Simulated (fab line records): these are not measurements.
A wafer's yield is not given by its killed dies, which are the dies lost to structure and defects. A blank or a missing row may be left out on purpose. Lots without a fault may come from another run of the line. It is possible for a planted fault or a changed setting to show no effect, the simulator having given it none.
Problem report, 8D (eight disciplines) form, completed by code | flow nand-harc | the parts of the form that need people (team, actions taken, sign-off) are left out

1. WHAT IS WRONG
Wafers without a fault read 188.44 W, standard deviation 0.14; heater-power-total-W at NHARC_P_M0_SOFTBAKE_04 reads a mean of 184.08 W on 6 wafers belonging to 2 lots. Measured from the usual mean, that is -31 standard deviations.
The step: time 55 s.
First observed at day 12 17:00: wafer L518.1, on litho-track-04. The record has a number at this step for 36 wafers belonging to 12 lots. Rule for "out", or "out of limits": more than 4 standard deviations from the usual mean. Any other wafer with a number is counted as sound.

2. WHAT IT IS, AND WHAT IT ISN'T
question                    | is                     | is not
which readings at this step | heater-power-total-W   | plate-temp-C
which lots                  | L518, L520             | L502, L504, L505, L506, L508, L512, L513, L514, L515, L524
which wafers of those lots  | all that have a number | -
read on which tools         | litho-track-04         | litho-track-01, litho-track-06
when                        | from day 12 17:00      | up to then (27 sound wafers); but 3 sound wafers of L524 came after

3. WHAT RULES OUT EACH SUSPECT
Counting: a tool at any process step up to the reading remains a suspect when it ran all the lots that are out and ran no sound lot after the first of those.
- litho-track-04 at NHARC_P_M0_SOFTBAKE_04 (time 55 s): kept. All lots that are out passed through it, beginning with L518 at day 12 17:00, and no sound lot followed; its final sound lot before that point was L515 at day 12 03:00. Out on those wafers are its own readings of heater-power-total-W.
Left after counting: litho-track-04 at NHARC_P_M0_SOFTBAKE_04.

4. THE CAUSE (what the simulator had put in)
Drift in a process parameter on litho-track-04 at NHARC_P_M0_SOFTBAKE_04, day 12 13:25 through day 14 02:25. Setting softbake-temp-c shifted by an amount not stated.
This tool alone remained once counting was done.

5. THE EFFECT CHAIN, in route order
Each row: a reading where the mean over the struck wafers with a number is more than 3 standard deviations away from the usual. Only readings whose record carries a usual standard deviation are examined. hours: median over the lots of the time between each lot's start at the first step of this table that gives one and its start at this step. sigmas: the change, counted in usual standard deviations.
hours | step                   | reading              | usual    | on struck wafers | change | sigmas
0     | NHARC_P_M0_SOFTBAKE_04 | heater-power-total-W | 188.44 W | 184.08           | -4.36  | -31
It contains these process steps:
- NHARC_P_M0_SOFTBAKE_04: time 55 s.
At these later measuring or inspecting steps, every struck wafer for which the step has a row has a number for every such reading, and none has moved that far: NHARC_P_M0_INSPECT_11, NHARC_END_SORT_01.

6. HOW IT WOULD HAVE BEEN CAUGHT EARLIER
In this record the first reading out of limits was taken at day 12 17:00, 4 hours after the fault began at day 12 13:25.
